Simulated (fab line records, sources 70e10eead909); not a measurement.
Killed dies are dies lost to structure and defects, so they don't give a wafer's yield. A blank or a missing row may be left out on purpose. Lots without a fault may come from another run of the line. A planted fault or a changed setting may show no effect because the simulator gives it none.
A struck lot beside a sound one | flow nand_harc | 13 steps out of a route of 1302
Sound: wafers L772.1, L772.3, L772.6. Struck: wafers L777.2, L777.4, L777.6. The cause comes at the end.
At each step with rows: each side's tool, then ch and its chambers, then its first start. Under that, the readings that differ: sound wafers | struck wafers | difference of the means | sigmas: that difference in standard deviations of wafers without a fault.
alike: readings whose means differ by less than 2 such deviations, and words and numbers that are the same on both sides. not compared: withheld readings, readings that some wafer has no value for, bounds like >300 that may hide the same value, and numbers for which the record gives no deviation and whose values overlap.
The two part at a step that has a row with sigmas, a row that says differs or no value, or rows on one side only. Numbers that don't overlap but have no deviation are shown without sigmas and don't part them. A reading that every wafer of one side lacks parts them only if that side has two wafers or more.

NHARC_P_CONTACT_CMP_24: polishes, t overpolish 30 s, target thk 200 nm.
  sound on cmp-01 ch 1,2, day 10 21:40; struck on cmp-02 ch 1,3, day 13 00:54
  reading                | sound          | struck         | difference | sigmas
  time_to_endpoint_s (s) | 41.2 41.5 42.3 | 33.2 35.6 35.3 | -7.0       | -3
  alike: motor_current_A, overpolish_run_s
then, 1 step without rows for these wafers: NHARC_P_CONTACT_SRD_26.
NHARC_P_CONTACT_INSPECT_27:
  sound on defect_inspect-01, day 10 22:04; struck on defect_inspect-01, day 13 01:17
  alike: raw_defect_count
then, 8 steps without rows for these wafers: NHARC_P_M0_DEP_00 (deposits SiOC, target thk 150 nm); NHARC_P_M0_DEHYDRATE_01 (time 120 s); NHARC_P_M0_HMDS_02 (time 30 s); NHARC_P_M0_COAT_33 (time 65 s); NHARC_P_M0_COAT_03 (resist thk 90 nm); NHARC_P_M0_SOFTBAKE_04 (time 55 s); NHARC_P_M0_EBR_05; NHARC_P_M0_EXPOSE_06 (exposes mask P M0, target cd 90 nm).
NHARC_P_M0_PEB_07: peb time 65 s.
  sound on litho_track-01 ch 0, day 10 22:46; struck on litho_track-01 ch 0, day 13 02:06
  reading                  | sound             | struck            | difference | sigmas
  heater_power_total_W (W) | 156.0 156.4 156.6 | 151.5 151.4 151.4 | -4.9       | -12
  plate_temp_C (C)         | 99.93 99.81 99.87 | 97.32 97.34 97.30 | -2.55      | -20
then, 1 step without rows for these wafers: NHARC_P_M0_DEVELOP_08 (develop time 35 s).

WHERE THEY PART
First at NHARC_P_CONTACT_CMP_24; last, within this record, at NHARC_P_M0_PEB_07.

WHY: what the simulator had put in
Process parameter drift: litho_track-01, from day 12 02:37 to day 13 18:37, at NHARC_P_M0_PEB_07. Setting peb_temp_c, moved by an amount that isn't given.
